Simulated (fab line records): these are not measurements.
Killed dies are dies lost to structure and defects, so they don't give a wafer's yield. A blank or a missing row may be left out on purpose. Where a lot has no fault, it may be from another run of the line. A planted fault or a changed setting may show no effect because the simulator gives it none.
Split-lot study || flow n5Finfet || 39 wafers read from 7 lots, route of 1938 steps

## ABOUT THE SPLIT
At N5_DUMMY_GATE_ETCH_42 (etches SiO2 in CHF3/O2, target depth 3.5 nm, time 31 s), the setting biasW was moved away from the recipe's 12 W on 18 of the 39 wafers read, by -13.9% to +15.7%. The other wafers ran this setting at the recipe's value.

The reading is taken at the split's own step.

## THE READING
rfVppV, in V, at N5_DUMMY_GATE_ETCH_42 (etches SiO2 in CHF3/O2, target depth 3.5 nm, time 31 s). Fault-free wafers of this fab line usually give 42.5 V, standard deviation 0.96 V.

{"wafer": "L075.1", "tool, chamber at the split": "rieDiel-02, 1", "biasW as run, W": 12, "against the recipe": "recipe", "rfVppV, V": 42.4, "against lot-mates on the recipe": "-"}
{"wafer": "L075.2", "tool, chamber at the split": "rieDiel-02, 3", "biasW as run, W": 10.36, "against the recipe": "-13.7%", "rfVppV, V": 37.8, "against lot-mates on the recipe": -3.5}
{"wafer": "L075.3", "tool, chamber at the split": "rieDiel-02, 2", "biasW as run, W": 12, "against the recipe": "recipe", "rfVppV, V": 40.6, "against lot-mates on the recipe": "-"}
{"wafer": "L075.4", "tool, chamber at the split": "rieDiel-02, 0", "biasW as run, W": 12, "against the recipe": "recipe", "rfVppV, V": 41.0, "against lot-mates on the recipe": "-"}
{"wafer": "L075.5", "tool, chamber at the split": "rieDiel-02, 0", "biasW as run, W": 10.36, "against the recipe": "-13.7%", "rfVppV, V": 37.1, "against lot-mates on the recipe": -4.2}
{"wafer": "L075.6", "tool, chamber at the split": "rieDiel-02, 1", "biasW as run, W": 10.36, "against the recipe": "-13.7%", "rfVppV, V": 37.6, "against lot-mates on the recipe": -3.7}
{"wafer": "L079.1", "tool, chamber at the split": "rieDiel-04, 0", "biasW as run, W": 12, "against the recipe": "recipe", "rfVppV, V": 43.5, "against lot-mates on the recipe": "-"}
{"wafer": "L079.2", "tool, chamber at the split": "rieDiel-04, 2", "biasW as run, W": 12, "against the recipe": "recipe", "rfVppV, V": 43.4, "against lot-mates on the recipe": "-"}
{"wafer": "L079.3", "tool, chamber at the split": "rieDiel-04, 1", "biasW as run, W": 12, "against the recipe": "recipe", "rfVppV, V": 42.5, "against lot-mates on the recipe": "-"}
{"wafer": "L079.4", "tool, chamber at the split": "rieDiel-04, 0", "biasW as run, W": 10.33, "against the recipe": "-13.9%", "rfVppV, V": 40.0, "against lot-mates on the recipe": -3.1}
{"wafer": "L079.5", "tool, chamber at the split": "rieDiel-04, 2", "biasW as run, W": 10.33, "against the recipe": "-13.9%", "rfVppV, V": 38.8, "against lot-mates on the recipe": -4.3}
{"wafer": "L079.6", "tool, chamber at the split": "rieDiel-04, 1", "biasW as run, W": 10.33, "against the recipe": "-13.9%", "rfVppV, V": 39.4, "against lot-mates on the recipe": -3.7}
{"wafer": "L083.1", "tool, chamber at the split": "rieDiel-05, 1", "biasW as run, W": 12, "against the recipe": "recipe", "rfVppV, V": 43.5, "against lot-mates on the recipe": "-"}
{"wafer": "L083.2", "tool, chamber at the split": "rieDiel-05, 2", "biasW as run, W": 12, "against the recipe": "recipe", "rfVppV, V": 41.7, "against lot-mates on the recipe": "-"}
{"wafer": "L083.3", "tool, chamber at the split": "rieDiel-05, 0", "biasW as run, W": 12, "against the recipe": "recipe", "rfVppV, V": 41.0, "against lot-mates on the recipe": "-"}
{"wafer": "L084.1", "tool, chamber at the split": "rieDiel-02, 3", "biasW as run, W": 13.88, "against the recipe": "+15.7%", "rfVppV, V": 46.7, "against lot-mates on the recipe": "+5.1"}
{"wafer": "L084.2", "tool, chamber at the split": "rieDiel-02, 0", "biasW as run, W": 13.88, "against the recipe": "+15.7%", "rfVppV, V": 47.8, "against lot-mates on the recipe": "+6.2"}
{"wafer": "L084.3", "tool, chamber at the split": "rieDiel-02, 1", "biasW as run, W": 13.88, "against the recipe": "+15.7%", "rfVppV, V": 47.1, "against lot-mates on the recipe": "+5.5"}
{"wafer": "L084.4", "tool, chamber at the split": "rieDiel-02, 2", "biasW as run, W": 12, "against the recipe": "recipe", "rfVppV, V": 43.5, "against lot-mates on the recipe": "-"}
{"wafer": "L084.5", "tool, chamber at the split": "rieDiel-02, 3", "biasW as run, W": 12, "against the recipe": "recipe", "rfVppV, V": 41.9, "against lot-mates on the recipe": "-"}
{"wafer": "L084.6", "tool, chamber at the split": "rieDiel-02, 2", "biasW as run, W": 12, "against the recipe": "recipe", "rfVppV, V": 39.5, "against lot-mates on the recipe": "-"}
{"wafer": "L092.1", "tool, chamber at the split": "rieDiel-04, 0", "biasW as run, W": 12, "against the recipe": "recipe", "rfVppV, V": 44.0, "against lot-mates on the recipe": "-"}
{"wafer": "L092.2", "tool, chamber at the split": "rieDiel-04, 3", "biasW as run, W": 12, "against the recipe": "recipe", "rfVppV, V": 42.5, "against lot-mates on the recipe": "-"}
{"wafer": "L092.3", "tool, chamber at the split": "rieDiel-04, 1", "biasW as run, W": 10.41, "against the recipe": "-13.2%", "rfVppV, V": 37.8, "against lot-mates on the recipe": -5.1}
{"wafer": "L092.4", "tool, chamber at the split": "rieDiel-04, 2", "biasW as run, W": 10.41, "against the recipe": "-13.2%", "rfVppV, V": 39.8, "against lot-mates on the recipe": -3.1}
{"wafer": "L092.5", "tool, chamber at the split": "rieDiel-04, 0", "biasW as run, W": 10.41, "against the recipe": "-13.2%", "rfVppV, V": 39.3, "against lot-mates on the recipe": -3.6}
{"wafer": "L092.6", "tool, chamber at the split": "rieDiel-04, 3", "biasW as run, W": 12, "against the recipe": "recipe", "rfVppV, V": 42.2, "against lot-mates on the recipe": "-"}
{"wafer": "L093.1", "tool, chamber at the split": "rieDiel-04, 2", "biasW as run, W": 12, "against the recipe": "recipe", "rfVppV, V": 42.8, "against lot-mates on the recipe": "-"}
{"wafer": "L093.2", "tool, chamber at the split": "rieDiel-04, 1", "biasW as run, W": 12, "against the recipe": "recipe", "rfVppV, V": 43.7, "against lot-mates on the recipe": "-"}
{"wafer": "L093.3", "tool, chamber at the split": "rieDiel-04, 3", "biasW as run, W": 10.58, "against the recipe": "-11.8%", "rfVppV, V": 39.2, "against lot-mates on the recipe": -3.9}
{"wafer": "L093.4", "tool, chamber at the split": "rieDiel-04, 0", "biasW as run, W": 12, "against the recipe": "recipe", "rfVppV, V": 42.9, "against lot-mates on the recipe": "-"}
{"wafer": "L093.5", "tool, chamber at the split": "rieDiel-04, 2", "biasW as run, W": 10.58, "against the recipe": "-11.8%", "rfVppV, V": 40.6, "against lot-mates on the recipe": -2.5}
{"wafer": "L093.6", "tool, chamber at the split": "rieDiel-04, 1", "biasW as run, W": 10.58, "against the recipe": "-11.8%", "rfVppV, V": 39.2, "against lot-mates on the recipe": -3.9}
{"wafer": "L094.1", "tool, chamber at the split": "rieDiel-05, 3", "biasW as run, W": 12, "against the recipe": "recipe", "rfVppV, V": 41.7, "against lot-mates on the recipe": "-"}
{"wafer": "L094.2", "tool, chamber at the split": "rieDiel-05, 1", "biasW as run, W": 12, "against the recipe": "recipe", "rfVppV, V": 42.2, "against lot-mates on the recipe": "-"}
{"wafer": "L094.3", "tool, chamber at the split": "rieDiel-05, 0", "biasW as run, W": 11.29, "against the recipe": "-5.9%", "rfVppV, V": 40.6, "against lot-mates on the recipe": -1.2}
{"wafer": "L094.4", "tool, chamber at the split": "rieDiel-05, 2", "biasW as run, W": 12, "against the recipe": "recipe", "rfVppV, V": 41.5, "against lot-mates on the recipe": "-"}
{"wafer": "L094.5", "tool, chamber at the split": "rieDiel-05, 3", "biasW as run, W": 11.29, "against the recipe": "-5.9%", "rfVppV, V": 39.4, "against lot-mates on the recipe": -2.4}
{"wafer": "L094.6", "tool, chamber at the split": "rieDiel-05, 0", "biasW as run, W": 11.29, "against the recipe": "-5.9%", "rfVppV, V": 41.2, "against lot-mates on the recipe": -0.6}

THE FIT
A straight line over all 39 wafers: rfVppV changes by +0.28 V for each +1% of biasW; r = +0.91; the points scatter about the line by 1.1 V.
The same after taking each lot's own level away (the mean of its wafers on the recipe; 39 wafers): +0.308 V for each +1%; r = +0.95; scatter 0.83 V.
The reading moves by 4.8 V for the largest change in biasW, on that fit.
Measured against the standard deviation above, the lots' own levels, which go from 41.33 to 43.13 V, span 1.9 times it.
So the lot-to-lot level changes the slope little: the two slopes agree.
Check: with one of the wafers moved furthest among these (+15.7%) left out of the fit, the line predicts +5.01 V for it against its lot-mates. It came out at +5.07 V against them.
Tool readings at the split's step, against how far the setting was moved: rfVppV r = +0.91.

## ADDITIONAL SPLITS CARRIED BY THESE WAFERS
Note: prior to the reading, these wafers also went through further splits. Each is held against what the fit with the lots' levels taken away leaves over:
{"other split on the same wafers": "N5_FIN_CUT_CUT_ETCH_15 timeS", "wafers away from the commonest value": 12, "r with rfVppV (lot level and that fit taken away)": -0.15}
{"other split on the same wafers": "N5_DUMMY_GATE_ETCH_31 targetDepthA", "wafers away from the commonest value": 12, "r with rfVppV (lot level and that fit taken away)": "+0.23"}

## THE FILE'S OWN FIT
rfVppV changes by +0.3 V for each +1% of biasW, r = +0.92.
